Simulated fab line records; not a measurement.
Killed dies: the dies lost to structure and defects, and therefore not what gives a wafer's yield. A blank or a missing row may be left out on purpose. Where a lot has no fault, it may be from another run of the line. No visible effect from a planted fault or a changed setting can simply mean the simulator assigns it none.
Split-lot trial	flow n5-finfet	7 lots, 21 wafers read, on a route of 1938 steps

## ABOUT THE SPLIT
At N5_BEOL_M13_ILD_DEP_00 (deposits SiOC from DEMS/O2, target thk 837.92 nm, time 166.4 s), the setting time-s was moved away from the recipe's 166.4 s on 10 of the 21 wafers read, by -9.4% to +13.5%. For the rest of the wafers, this setting stayed at what the recipe calls for.

The file shows no step between the split and the reading.

## THE READING
M13_ILD_THK, in nm, at N5_BEOL_M13_THK_MEAS_01. A value of 840 nm with a standard deviation of 10 nm is what fault-free wafers of this fab line usually give.

wafer	tool, chamber at the split	time-s as run, s	against the recipe	M13_ILD_THK, nm	against lot-mates on the recipe
L078.1	pecvd-01, 2	166.4	recipe	834	-
L078.2	pecvd-01, 0	166.4	recipe	842	-
L078.3	pecvd-01, 1	150.8	-9.4%	754	-84
L081.2	pecvd-01, 1	166.4	recipe	826	-
L081.4	pecvd-01, 0	166.4	recipe	848	-
L081.5	pecvd-01, 1	150.7	-9.4%	761	-76
L082.1	pecvd-02, 1	166.4	recipe	830	-
L082.5	pecvd-02, 0	166.4	recipe	838	-
L082.6	pecvd-02, 2	157	-5.6%	795	-39
L088.1	pecvd-04, 1	188.8	+13.5%	946	+88
L088.4	pecvd-04, 2	166.4	recipe	858	-
L088.6	pecvd-04, 0	188.8	+13.5%	955	+97
L087.1	pecvd-02, 1	151	-9.3%	764	no lot-mate on the recipe
L087.3	pecvd-02, 2	151	-9.3%	763	no lot-mate on the recipe
L087.4	pecvd-02, 1	151	-9.3%	755	no lot-mate on the recipe
L090.2	pecvd-02, 2	186.8	+12.3%	920	+86
L090.4	pecvd-02, 2	166.4	recipe	834	-
L090.5	pecvd-02, 1	186.8	+12.3%	947	+113
L097.1	pecvd-01, 0	166.4	recipe	833	-
L097.5	pecvd-01, 0	166.4	recipe	854	-
L097.6	pecvd-01, 2	166.4	recipe	841	-

FIT RESULTS
A straight line over all 21 wafers: M13_ILD_THK changes by +8.22 nm for each +1% of time-s; r = +0.99; the points scatter about the line by 9.2 nm.
The same after taking each lot's own level away (the mean of its wafers on the recipe; 18 wafers): +7.67 nm for each +1%; r = +0.99; scatter 9.3 nm.
On that fit, the largest move of time-s shifts the reading by 1e+02 nm.
Measured against the standard deviation above, the lots' own levels, which go from 834.0 to 858.0 nm, span 2.4 times it.
Consequently the slope shifts little with the lot-to-lot level, the two slopes agreeing.
Check: with one of the wafers moved furthest among these (+13.5%) left out of the fit, the line predicts +106 nm for it against its lot-mates. It came out at +88 nm against them.

## THE WHOLE CHAIN: every reading that the file lists as answering this split, in the file's order
step	what it does	reading	change (the file's fit)	r (the file's)
N5_BEOL_M13_ILD_DEP_00	deposits SiOC from DEMS/O2, target thk 837.92 nm, time 166.4 s	SiOC_of_BEOL_M13_ILD_DEP_00.thk-nm (the simulator's own value, which no gauge read)	+7.75 nm for each +1% of the setting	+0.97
N5_BEOL_M13_THK_MEAS_01		M13_ILD_THK	+7.74 for each +1% of the setting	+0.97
N5_BEOL_M13_VIA_ETCH_16	etches SiOC in C4F8/O2/Ar, target depth 921.7 nm	etch.depth-nm (the simulator's own value, which no gauge read)	+7.75 nm for each +1% of the setting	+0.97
N5_BEOL_M13_VIA_ETCH_16	etches SiOC in C4F8/O2/Ar, target depth 921.7 nm	coat_of_BEOL_M13_COAT_04.thk-nm (the simulator's own value, which no gauge read)	-2.16 nm for each +1% of the setting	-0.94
N5_BEOL_M13_STRIP_63	strips in N2/H2	strip-time-to-endpoint-s	withheld for each +1% of the setting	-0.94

## FILE'S OWN FIT
M13_ILD_THK changes by +7.74 nm for each +1% of time-s, r = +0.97.
